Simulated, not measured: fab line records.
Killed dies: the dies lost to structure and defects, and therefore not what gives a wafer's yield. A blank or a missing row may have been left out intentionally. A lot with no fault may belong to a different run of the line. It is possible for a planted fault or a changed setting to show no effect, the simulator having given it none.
fab line records    flow n5Finfet
record: lots: 4  wafers: 10  lastDay: 17
route steps=1938 shown BEOL_M5@1124 PASSIVATION@1936
lots that met no fault: taken from a fault-free run of the same line
startH: start of the lot's first displayed wafer, in hours after the record's first day    waitH: hours since the lot's step before    " repeats the value in the row above    L1.1+2: a single row standing in for several wafers    - no value, or no start was given    * or withheld: withheld    < > ~ a bound
route shown NAME@n: NAME is a module with steps in the file, n the number in the route of the first one    usual: mean/standard deviation taken from wafers without a fault    same: alike in all rows    chamber/n: place in a boat    sites: each site's reading    _std_site: the standard deviation of these    _edge_site: the outer-site mean with the inner-site mean subtracted    radiusMm: how far each site lies from the wafer's centre    mask NAME#n: copy n    behind: tool/chamber where the wafer was last shaped    hold: what put the lot on hold/how long, in hours/how the hold closed    device: the n, p or np transistor that did not switch    end of line: the same wafers' tests at the end of the route    a step with no rows: only its recipe    killed: the dies lost at the first sort to structure and to defects; this is not the yield of the wafer    map: a wafer's dies, x killed, . not, _ none there
set.NAME: the setting as run; set.NAME@STEP: as run at that earlier step    model.NAME: the simulator's own value behind a step, which no gauge read
certain route steps with their lots: each step a table, each wafer a row
services: a tool's chamber out of use, with start hour (startH, from the record's first day; less than 0 if before it), hours out, and reason
== steps ==
step: N5_BEOL_M5_PEB_09
recipe: pebTempC: 100  pebTimeS: 60  resist: CAR-EUV
step: N5_BEOL_M5_DEVELOP_10
recipe: developTimeS: 30  developer: TMAH  resist: CAR-EUV  rinseLiquid: surfactantRinse  dry: airSpin  devTempC: 23
step: N5_BEOL_M5_DESCUM_16
recipe: chemistry: O2  timeS: 7  sourcePowerW: 50  biasPowerW: 20  pressureMtorr: 20  rfFrequencyHz: 2.712e+07  tempC: 40  resist: CAR-EUV  o2FlowSccm: 225
step: N5_BEOL_M5_ETCH_72
recipe: chemistry: N2/H2  target: underlayer  targetDepthA: 65  maskMaterial: CAR-EUV  timeS: 5.2  ionEnergyEv: 200  pressureMtorr: 30  sourceW: 840  biasW: 150  n2FlowSccm: 200  h2FlowSccm: 200  ends: cleared
step: N5_BEOL_M5_ETCH_61
recipe: chemistry: CF4  target: SiARC  targetDepthA: 156  maskMaterial: CAR-EUV  timeS: 26  ionEnergyEv: 80  pressureMtorr: 40  sourceW: 545  biasW: 36  Ar_flow_sccm: 100  cf4FlowSccm: 100  ends: cleared
step: N5_BEOL_M5_ETCH_62
recipe: chemistry: N2/H2  target: SOC  targetDepthA: 750  overetchA: 150  maskMaterial: SiARC  tempC: 40  timeS: 112.5  ionEnergyEv: 200  pressureMtorr: 30  sourceW: 840  biasW: 150  n2FlowSccm: 200  h2FlowSccm: 200
step: N5_BEOL_M5_STRIP_63
recipe: chemistry: N2/H2  tempC: 40  n2FlowSccm: 200  h2FlowSccm: 200  rfFrequencyHz: 6e+07
step: N5_BEOL_M5_STRIP_73
recipe: chemistry: N2/H2  tempC: 40  n2FlowSccm: 200  h2FlowSccm: 200  rfFrequencyHz: 6e+07
step: N5_BEOL_M5_STRIP_64
recipe: chemistry: CF4  resist: SiARC  powerW: 300  biasPowerW: 75  pressureMtorr: 50  cf4FlowSccm: 150  rfFrequencyHz: 6e+07
step: N5_BEOL_M5_HM_OPEN_17
recipe: chemistry: Cl2/BCl3  targetDepthA: 200  overetchA: 60  target: TiN  maskMaterial: SOC  ionEnergyEv: 150  pressureMtorr: 10  icpW: 1000  biasW: 126  Cl2_flow_sccm: 53.25  bcl3FlowSccm: 21.75  Ar_flow_sccm: 25
usual: drypumpMotorCurrentA: 5.2/0.38  oesProductAu: 0.71/0.068  throttleValvePct: 22.07/0.14
lot.wafer  tool         chamber  startH  waitH  drypumpMotorCurrentA  oesProductAu  rfHoursCounterH  throttleValvePct  model.SOC_of_BEOL_M5_COAT_59.thkNm
L189.3     rieMetal-01  0        168.08  0.1    5.4                   0.79          -                21.80             51.8
L189.4     "            1        "       "      4.9                   0.76          -                22.05             52.2
L189.6     "            1        "       "      4.8                   0.75          -                22.07             51.8
L196.2     rieMetal-01  0        216.83  0.0    5.4                   0.76          10               21.83             52
L196.4     "            0        "       "      5.3                   0.76          -                21.84             53.8
L199.2     rieMetal-01  1        241.44  0.0    4.9                   0.72          23               22.07             52
L199.5     "            0        "       "      5.4                   0.75          -                21.86             53.6
L210.1     rieMetal-03  1        303.57  0.0    5.6                   0.77          9                22.02             52
L210.3     "            1        "       "      5.7                   0.77          -                22.03             51.8
L210.4     "            0        "       "      4.8                   0.63          -                22.21             52
step: N5_BEOL_M5_STRIP_19
recipe: chemistry: O2  powerW: 400  tempC: 40  pressureMtorr: 30  rfFrequencyHz: 6e+07  biasPowerW: 0  overashFraction: 0.2  o2FlowSccm: 225
step: N5_BEOL_M5_COAT_65
recipe: resist: SOC  tempC: 250  timeS: 60  spinRpm: 1500  resistThkNm: 60
step: N5_BEOL_M5_COAT_66
recipe: resist: SiARC  tempC: 220  timeS: 60  spinRpm: 1500  resistThkNm: 12
step: N5_BEOL_M5_COAT_74
recipe: resist: underlayer  tempC: 205  timeS: 60  spinRpm: 1500  resistThkNm: 5
step: N5_BEOL_M5_COAT_22
recipe: resist: CAR-EUV  spinRpm: 1500  resistThkNm: 30
step: N5_BEOL_M5_EBR_24
recipe: solvent: PGMEA  ebrWidthMm: 1.5
step: N5_BEOL_M5_SOFTBAKE_23
recipe: tempC: 110  timeS: 60  resist: CAR-EUV
step: N5_BEOL_M5_EXPOSE_25
recipe: maskId: V4  na: 0.33  sourceShape: quasar  sigmaInner: 0.2  sigmaOuter: 0.6  polarization: unpolarized  defocusNm: 10  doseMj: 52.75
step: N5_BEOL_M5_PEB_26
recipe: pebTempC: 100  pebTimeS: 60  resist: CAR-EUV
step: N5_BEOL_M5_DEVELOP_27
recipe: developTimeS: 30  developer: TMAH  resist: CAR-EUV  rinseLiquid: surfactantRinse  dry: airSpin  devTempC: 23
step: N5_BEOL_M5_DESCUM_33
recipe: chemistry: O2  timeS: 7  sourcePowerW: 50  biasPowerW: 20  pressureMtorr: 20  rfFrequencyHz: 2.712e+07  tempC: 40  resist: CAR-EUV  o2FlowSccm: 225
step: N5_BEOL_M5_ETCH_75
recipe: chemistry: N2/H2  target: underlayer  targetDepthA: 65  maskMaterial: CAR-EUV  timeS: 5.2  ionEnergyEv: 200  pressureMtorr: 30  sourceW: 840  biasW: 150  n2FlowSccm: 200  h2FlowSccm: 200  ends: cleared
step: N5_BEOL_M5_ETCH_67
recipe: chemistry: CF4  target: SiARC  targetDepthA: 156  maskMaterial: CAR-EUV  timeS: 26  ionEnergyEv: 80  pressureMtorr: 40  sourceW: 545  biasW: 36  Ar_flow_sccm: 100  cf4FlowSccm: 100  ends: cleared
step: N5_BEOL_M5_ETCH_68
recipe: chemistry: N2/H2  target: SOC  targetDepthA: 800  overetchA: 160  maskMaterial: SiARC  tempC: 40  timeS: 120  ionEnergyEv: 200  pressureMtorr: 30  sourceW: 840  biasW: 150  n2FlowSccm: 200  h2FlowSccm: 200
step: N5_BEOL_M5_STRIP_69
recipe: chemistry: N2/H2  tempC: 40  n2FlowSccm: 200  h2FlowSccm: 200  rfFrequencyHz: 6e+07
step: N5_BEOL_M5_STRIP_76
recipe: chemistry: N2/H2  tempC: 40  n2FlowSccm: 200  h2FlowSccm: 200  rfFrequencyHz: 6e+07
step: N5_BEOL_M5_VIA_ETCH_34
recipe: chemistry: C4F6/O2  target: SiCOH_lowk  targetDepthA: 883  maskMaterial: SOC  taperDeg: 4  timeS: 39.2  ionEnergyEv: 250  pressureMtorr: 30  sourceW: 345  biasW: 185  Ar_flow_sccm: 300  C4F6_flow_sccm: 10  O2_flow_sccm: 10
step: N5_BEOL_M5_STRIP_85
recipe: chemistry: C4F6/O2  resist: SiARC  rfFrequencyHz: 6e+07
step: N5_BEOL_M5_STRIP_36
recipe: chemistry: N2/H2  powerW: 450  tempC: 40  pressureMtorr: 20  rfFrequencyHz: 6e+07  overashFraction: 0.3  biasPowerW: 7  h2Frac: 0.5  n2FlowSccm: 200  h2FlowSccm: 200
step: N5_BEOL_M5_TRENCH_ETCH_37
recipe: chemistry: C4F6/O2  targetDepthA: 716.52  target: SiCOH_lowk  timeS: 24.7  ionEnergyEv: 250  pressureMtorr: 30  sourceW: 345  biasW: 185  Ar_flow_sccm: 300  C4F6_flow_sccm: 10  O2_flow_sccm: 10
step: N5_BEOL_M5_ETCH_41
recipe: chemistry: CH3F/O2  target: SiCN  targetDepthA: 315  taperDeg: 2  timeS: 56.7  ionEnergyEv: 120  maskMaterial: TiN  pressureMtorr: 30  sourceW: 395  biasW: 75  Ar_flow_sccm: 150  CH3F_flow_sccm: 30  O2_flow_sccm: 20
usual: drypumpMotorCurrentA: 5.9/0.36  oesProductAu: 0.79/0.079  rfVppV: 297.3/1.4  showerheadPlenumPTorr: 2.00/0.057  throttleValvePct: 16.31/0.28
lot.wafer  tool        chamber  startH  waitH  drypumpMotorCurrentA  oesProductAu  rfHoursCounterH  rfVppV  showerheadPlenumPTorr  throttleValvePct  model.BEOL_M5.cdNm
L189.3     rieDiel-04  2        -       -      5.6                   0.82          96               296.4   1.93                   16.26             28.2
L189.4     "           1        "       "      5.5                   0.68          214              298.5   2.07                   16.43             28.2
L189.6     "           3        "       "      5.4                   0.79          -                296.3   2.01                   16.26             28
L196.2     rieDiel-03  1        -       -      6.1                   0.74          179              299.5   2.08                   16.72             28
L196.4     "           2        "       "      6.3                   0.91          28               296.9   1.96                   16.01             27.8
L199.2     rieDiel-04  2        -       -      5.6                   0.79          122              295.4   1.93                   16.30             28.2
L199.5     "           3        "       "      5.4                   0.77          -                295.8   2.01                   16.30             27.6
L210.1     rieDiel-04  2        -       -      5.6                   0.78          140              294.4   1.92                   16.34             27.8
L210.3     "           0        "       "      6.3                   0.88          34               296.3   1.95                   16.41             27.8
L210.4     "           0        "       "      6.3                   0.88          -                298.0   1.96                   16.39             27.6
step: N5_BEOL_M5_STRIP_91
recipe: chemistry: N2/H2  timeS: 10  powerW: 450  tempC: 40  pressureMtorr: 20  rfFrequencyHz: 6e+07  biasPowerW: 7  n2FlowSccm: 200  h2FlowSccm: 200
step: N5_PASSIVATION_PROBE_49
usual: defectLimitedYield: 91.2/1.6  killed_at_M0_to_M3: 33/11  killed_at_M4_up: 15/6.2  killedAtContacts: 15/7.1  killedAtFrontEnd: 38/12  killedAtOther: 4/3.5  killedDies: 104/19  killedOpen: 69/14  killedShort: 34/8.5  sort_bin_5_function: 5.2/0.99  sort_bin_6_memory: 3.3/0.77  sortNPass: 1076/19  sortYieldPct: 91.2/1.6
same: grossDies: 1180  killedAtBackSide: 0  sort_bin_4_leakage[%]: 0  sort_bin_8_speed[%]: 0
lot.wafer  tool       chamber  startH  waitH  defectLimitedYield[%]  killed_at_M0_to_M3  killed_at_M4_up  killedAtContacts  killedAtFrontEnd  killedAtOther  killedDies  killedOpen  killedShort  sort_bin_5_function[%]  sort_bin_6_memory[%]  sortNPass  sortYieldPct[%]
L196.4     prober-01  -        316.05  0.2    89.8                   27                  28               7                 51                7              120         60          55           6.1                     3.9                   1060       89.8
killed by level:class
L196.4 STI_FIN_REVEAL:geometricParticle:open=12 STARTING-WAFER:geometricParticle:short=9 FIN_SAQP:geometricParticle:short=8 BEOL_M0_SAQP:geometricParticle:short=7 GATE_CUT:geometricParticle:short=6 BEOL_M5:geometricParticle:open=6 DUMMY_GATE:geometricParticle:open=5 MOL_CONTACT_COAG:geometricParticle:open=5
== services ==
tool         chamber  startH  hours  kind
rieDiel-04   -        163.06  1.1    repair
rieMetal-03  1        168.30  -      clean
rieMetal-03  1        168.30  19.2   scheduledDown
rieMetal-03  1        168.30  19.2   ventCycle
rieMetal-01  0        169.44  23.2   repair
rieDiel-04   0        170.61  -      clean
rieDiel-04   0        170.61  -      consumableReplace:focusRing
rieDiel-04   0        170.61  19.5   scheduledDown
rieDiel-04   0        170.61  19.5   ventCycle
rieDiel-04   3        206.29  13.1   repair
rieDiel-03   0        268.67  3.8    repair
rieDiel-04   0        271.49  3.0    repair
rieDiel-04   0        283.51  6.1    repair
rieDiel-04   2        291.59  9.0    repair
rieDiel-04   1        299.71  3.5    repair
rieDiel-04   1        303.62  -      clean
rieDiel-04   1        303.62  -      consumableReplace:focusRing
rieDiel-04   1        303.62  33.7   scheduledDown
rieDiel-04   1        303.62  33.7   ventCycle
== key ==
firstSign none at tools or gauges
modelEffect: step: N5_BEOL_M5_HM_OPEN_17  value: SOC_of_BEOL_M5_COAT_59.thkNm  without: 51.9  struck: 53.7
modelEffect: step: N5_BEOL_M5_ETCH_41  value: BEOL_M5.cdNm  without: 28.1  struck: 27.7
metAt N5_BEOL_M5_HM_OPEN_17
struckWafers L196.4,L199.5
onsetBetween 168.08 216.83
fault: kind: processParameterDrift  tool: rieMetal-01  chamber: -  onsetH: 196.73  steps: N5_BEOL_M5_HM_OPEN_17  channel: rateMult  offset: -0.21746  shape: step  endH: 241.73  scope: struckWafersOnly
